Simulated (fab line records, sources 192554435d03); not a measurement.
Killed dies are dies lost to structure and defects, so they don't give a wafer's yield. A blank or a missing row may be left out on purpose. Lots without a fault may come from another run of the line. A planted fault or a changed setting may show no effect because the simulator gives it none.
A struck lot beside a sound one | flow n5_finfet | 39 steps out of a route of 1938
Sound: wafers L625.2, L625.3, L625.5. Struck: wafers L616.2, L616.3, L616.5. The cause comes at the end.
At each step with rows: each side's tool, then ch and its chambers, then its first start. Under that, the readings that differ: sound wafers | struck wafers | difference of the means | sigmas: that difference in standard deviations of wafers without a fault.
alike: readings whose means differ by less than 2 such deviations, and words and numbers that are the same on both sides. not compared: withheld readings, readings that some wafer has no value for, bounds like >300 that may hide the same value, and numbers for which the record gives no deviation and whose values overlap.
The two part at a step that has a row with sigmas, a row that says differs or no value, or rows on one side only. Numbers that don't overlap but have no deviation are shown without sigmas and don't part them. A reading that every wafer of one side lacks parts them only if that side has two wafers or more.

first, 9 steps without rows for these wafers: N5_HKMG_FIN_DESCUM_17 (chemistry O2, time 7.9 s); N5_HKMG_FIN_ETCH_31 (etches SiARC in CF4, target depth 45.5 nm, time 75.8 s); N5_HKMG_FIN_ETCH_32 (etches SOC in N2/H2, target depth 240 nm, time 300 s); N5_HKMG_FIN_STRIP_33 (strips in N2/H2); N5_HKMG_FIN_STRIP_34 (strips in CF4); N5_HKMG_FIN_ETCH_35 (etches SOC in N2/H2, target depth 215.8 nm, time 243.4 s); N5_HKMG_FIN_STRIP_92 (strips SOC in N2/H2, time 20 s); N5_HKMG_FIN_WET_ETCH_18 (etches TiN in SC1, time 55 s, target depth 5.2 nm, rinse time 30 s); N5_HKMG_FIN_STRIP_19 (strips in N2/H2, time 360 s).
N5_HKMG_FIN_ALD_91: deposits TiN, target thk 1 nm, pulse time 1 s, purge time 3 s.
  sound on ald_metal-03 ch 1,3, day 7 10:26; struck on ald_metal-02 ch 1,2, day 5 04:44
  no value came back on the struck wafers for ald_cycles, chamber_pressure_Torr (Torr), heater_power_w (W), precursor_pulse_height_rel; on the sound wafers ald_cycles reads 47 47 47
then, 27 steps without rows for these wafers: N5_HKMG_FIN_COAT_85 (time 60 s, resist thk 300 nm); N5_HKMG_FIN_ETCH_86 (etches SOC in N2/H2, stops on TiN, target depth 393.2 nm); N5_HKMG_FIN_STRIP_89 (strips SOC in N2/H2, time 20 s); N5_HKMG_FIN_WET_ETCH_87 (etches TiN in SC1, time 154.2 s, target depth 4.7 nm, rinse time 30 s); N5_HKMG_FIN_STRIP_88 (strips in N2/H2, time 360 s); N5_HKMG_FIN_NWFM_ALD_20 (deposits TiAlC, target thk 2 nm, pulse time 3 s, purge time 2 s); N5_HKMG_FIN_ALD_71 (deposits TiN, target thk 1 nm, pulse time 1 s, purge time 3 s); N5_HKMG_FIN_COAT_66 (time 60 s, resist thk 300 nm); N5_HKMG_FIN_ETCH_67 (etches SOC in N2/H2, stops on TiN, target depth 388.9 nm); N5_HKMG_FIN_STRIP_90 (strips SOC in N2/H2, time 20 s); N5_HKMG_FIN_WET_ETCH_73 (etches the open film in SC1, time 42.3 s, target depth 1.3 nm, rinse time 30 s); N5_HKMG_FIN_ETCHBACK_68 (etches the open film in Cl2/Ar, stops on HfO2, target depth 0.5 nm); N5_HKMG_FIN_STRIP_69 (strips in N2/H2, time 360 s); N5_HKMG_FIN_ALD_21 (deposits TiN, target thk 1.5 nm, pulse time 1 s, purge time 3 s); N5_HKMG_FIN_ALD_72 (deposits W, target thk 2 nm, pulse time 1 s, purge time 2 s); N5_HKMG_FIN_W_FILL_22 (material W, target thk 60 nm, time 18.2 s); N5_HKMG_FIN_PRECLEAN_83 (cleans in DIW, time 57.5 s); N5_HKMG_FIN_SRD_84 (dry time 32 s); N5_HKMG_FIN_CMP_23 (polishes, stops on SiNx, t overpolish 10 s, target thk 46.326 nm); N5_HKMG_FIN_CMP_94 (polishes, stops on SiNx, t overpolish 4.7 s, target thk 43.299 nm); N5_GATE_CUT_ETCHBACK_00 (etches W in SF6/Cl2); N5_GATE_CUT_ETCH_56 (etches TiN in Cl2/Ar, target depth 21.6 nm); N5_GATE_CUT_ETCHBACK_30 (etches TiN in Cl2/Ar, target depth 3 nm); N5_GATE_CUT_VAPOR_ETCH_60 (etches HfO2 in BCl3/Cl2); N5_GATE_CUT_ETCH_58 (etches SiNx in CH3F/O2, target depth 17 nm, time 128.6 s); N5_GATE_CUT_STRIP_59 (strips in N2/H2, time 20 s); N5_GATE_CUT_PRECLEAN_31 (cleans in DIW, time 300 s).
-- the record jumps here: 4 days lie between the struck wafers' starts before and after (it left off in module GATE_CUT and takes up again in module BEOL_M4, whose first step shown is number 1111 of the route) --
N5_BEOL_M4_RC_MEAS_101:
  sound on prober-01 ch 0, day 13 17:13; struck on prober-02 ch 0, day 9 11:05
  reading             | sound                      | struck                       | difference | sigmas
  IGATE_N (nA/um)     | 0.0101 0.0111 0.0094       | 0.1063 0.0873 0.1231         | +0.0954    | +53
  IOFF_N (nA/um)      | 0.159 0.188 0.176          | 23.818 27.712 20.457         | +23.821    | +99 or more
  IOFF_N_85C (nA/um)  | 3.1 3.6 3.4                | 209.1 240.3 186.3            | +208.5     | +99 or more
  IOFF_N_LIN (nA/um)  | 0.072 0.084 0.079          | 11.448 12.801 9.993          | +11.336    | +99 or more
  IOFF_N_LONG (nA/um) | 5.24e-05 5.23e-05 5.31e-05 | 0.008246 0.0082806 0.0083019 | +0.008224  | +99 or more
  IOFF_P (nA/um)      | 0.191 0.209 0.202          | 0.045 0.054 0.040            | -0.154     | -5
  IOFF_P_85C (nA/um)  | 3.3 3.6 3.5                | 1.0 1.2 0.9                  | -2.4       | -6
  IOFF_P_LIN (nA/um)  | 0.089 0.095 0.092          | 0.022 0.026 0.020            | -0.069     | -6
  IOFF_P_LONG (nA/um) | 9.3e-05 9e-05 9.2e-05      | 5.6e-05 5.4e-05 5e-05        | -3.8e-05   | -4
  ION_N (uA/um)       | 667 673 665                | 962 969 958                  | +295       | +34
  ION_P (uA/um)       | 450 454 452                | 404 410 400                  | -47        | -7
  VT_N (mV)           | 249.2 247.2 249.8          | 104.8 102.1 106.7            | -144.2     | -52
  VT_N_LONG (mV)      | 275.0 276.0 275.0          | 128.9 129.5 128.6            | -146.3     | -77
  VT_N_LVT (mV)       | 98.7 94.7 96.0             | -47.2 -49.1 -45.2            | -143.6     | -51
  VT_P (mV)           | -252 -252 -252             | -293 -290 -294               | -40        | -13
  VT_P_LONG (mV)      | -279 -279 -280             | -312 -312 -311               | -32        | -10
  VT_P_LVT (mV)       | -101.5 -101.5 -102.3       | -138.6 -137.1 -141.1         | -37.2      | -14
  alike: DIBL_N, DIBL_P, SS_N, SS_P
-- the record jumps here: 5 days lie between the struck wafers' starts before and after (it left off in module BEOL_M4 and takes up again in module PASSIVATION, whose first step shown is number 1936 of the route) --
N5_PASSIVATION_PROBE_49:
  sound on prober-01, day 18 10:45; struck on prober-02, day 14 07:18
  reading                | sound          | struck            | difference | sigmas
  sort_bin_4_leakage (%) | 0 0 0          | 92.37 94.49 91.86 | +92.91     |
  sort_n_pass            | 1107 1071 1082 | 0 0 0             | -1087      | -60
  sort_yield_pct (%)     | 93.8 90.8 91.7 | 0 0 0             | -92        | -58
  alike: defect_limited_yield, killed_at_M0_to_M3, killed_at_M4_up, killed_at_contacts, killed_at_front_end, killed_at_other, killed_dies, killed_open, killed_short, sort_bin_5_function, sort_bin_6_memory

WHERE THEY PART
First at N5_HKMG_FIN_ALD_91; last, within this record, at N5_PASSIVATION_PROBE_49.

WHY: what the simulator had put in
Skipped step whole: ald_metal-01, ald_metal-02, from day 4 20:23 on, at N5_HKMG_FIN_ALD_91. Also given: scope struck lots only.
